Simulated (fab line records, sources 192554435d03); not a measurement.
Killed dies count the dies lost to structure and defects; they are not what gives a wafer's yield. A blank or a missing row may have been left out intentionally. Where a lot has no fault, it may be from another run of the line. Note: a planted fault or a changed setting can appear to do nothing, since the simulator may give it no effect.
Comparing a struck lot with a sound one + flow n5Finfet + 15 out of 1938 route steps
Sound: wafers L208.3, L208.4, L208.6. Struck: wafers L214.1, L214.3, L214.4. The cause is named last.
Each step with rows lists, per side, the tool, then ch with its chambers, then its first start. Under that, the readings that differ: sound wafers + struck wafers + difference of the means + sigmas: that difference in standard deviations of wafers without a fault.
alike: readings whose means differ by less than 2 such deviations, and words and numbers that are the same on both sides. not compared: withheld readings, readings that some wafer has no value for, bounds like >300 that may hide the same value, and numbers for which the record gives no deviation and whose values overlap.
Wherever a step has rows on one side only, a row that says differs or no value, or a row with sigmas, the two part there. Non-overlapping numbers with no deviation appear without sigmas and do not part them. A reading missing from all wafers of one side parts the sides only when that side holds two or more wafers.

N5_BEOL_M0_TRENCH_ETCH_107: etches SiOC in C4F6/O2, target depth 32.8 nm, time 16.4 s.
  sound on rieDiel-02 ch 0,1, day 6 23:27; struck on rieDiel-02 ch 1,2,3, day 8 18:53
  alike: drypumpMotorCurrentA, oesProductAu, rfVppV, showerheadPlenumPTorr, throttleValvePct
  not compared: rfHoursCounterH
then, 1 step without rows for these wafers: N5_BEOL_M0_STRIP_142 (strips in N2/H2, time 10 s).
N5_BEOL_M0_OCD_MEAS_108:
  sound on ocd-01, day 6 23:34; struck on ocd-02, day 8 18:59
  alike: trenchDepthNm
then, 5 steps without rows for these wafers: N5_BEOL_M0_HM_STRIP_129 (strips TiN in peroxide tin strip, target depth 17 nm, time 108 s); N5_BEOL_M0_SRD_130 (time 30 s); N5_BEOL_M0_ETCH_109 (etches SiCN in CH3F/O2, target depth 8 nm, overetch 2.4 nm, time 27.4 s); N5_BEOL_M0_STRIP_139 (strips in post etch residue remover, time 60 s); N5_BEOL_M0_SRD_111 (time 30 s).
N5_BEOL_M0_DEGAS_112: time 60 s.
  sound on pvdSputter-02, day 7 00:46; struck on pvdSputter-03, day 8 20:07
  alike: heaterPowerW
then, 1 step without rows for these wafers: N5_BEOL_M0_PRE_CLEAN_113 (time 30 s).
N5_BEOL_M0_ALD_136: deposits TaN, pulse time 2 s, purge time 3 s, co reactant purge time 2 s.
  sound on aldMetal-04 ch 0,1,3, day 7 00:52; struck on aldMetal-01 ch 0,1,3, day 8 20:13
  alike: chamberPressureTorr, heaterPowerW
N5_BEOL_M0_SURFACE_TREAT_137:
  sound on pvdSputter-03, day 7 01:06; struck on pvdSputter-01, day 8 20:29
  not compared: throttleValvePct
N5_BEOL_M0_CVD_115: deposits Co from CCTBA/H2, time 120 s.
  sound on cvdCo-01 ch 0,1, day 7 01:15; struck on cvdCo-02 ch 0,1, day 8 20:38
| reading        | sound             | struck            | difference | sigmas |
|----------------|-------------------|-------------------|------------|--------|
| runLengthS (s) | 142.7 143.4 143.2 | 114.1 115.6 114.5 | -28.4      | -63    |
  alike: chamberPressureTorr
N5_BEOL_M0_SPUTTER_116: material Cu, target thk 4 nm, time 7.37 s.
  sound on pvdSputter-01, day 7 01:21; struck on pvdSputter-01, day 8 20:46
  alike: chamberPressurePa, throttleValvePct
N5_BEOL_M4_RC_MEAS_101:
  sound on prober-02 ch 0, day 8 21:19; struck on prober-02 ch 0, day 10 09:59
  alike: DIBL_N, DIBL_P, IOFF_N, IOFF_P, ION_N, ION_P, SS_N, SS_P, VT_N, VT_P

WHERE THEY PART
Only at N5_BEOL_M0_CVD_115, as far as this record shows. Later steps at which nothing parts them and some readings are alike: N5_BEOL_M0_SPUTTER_116, N5_BEOL_M4_RC_MEAS_101.

WHY: whatever the simulator had introduced
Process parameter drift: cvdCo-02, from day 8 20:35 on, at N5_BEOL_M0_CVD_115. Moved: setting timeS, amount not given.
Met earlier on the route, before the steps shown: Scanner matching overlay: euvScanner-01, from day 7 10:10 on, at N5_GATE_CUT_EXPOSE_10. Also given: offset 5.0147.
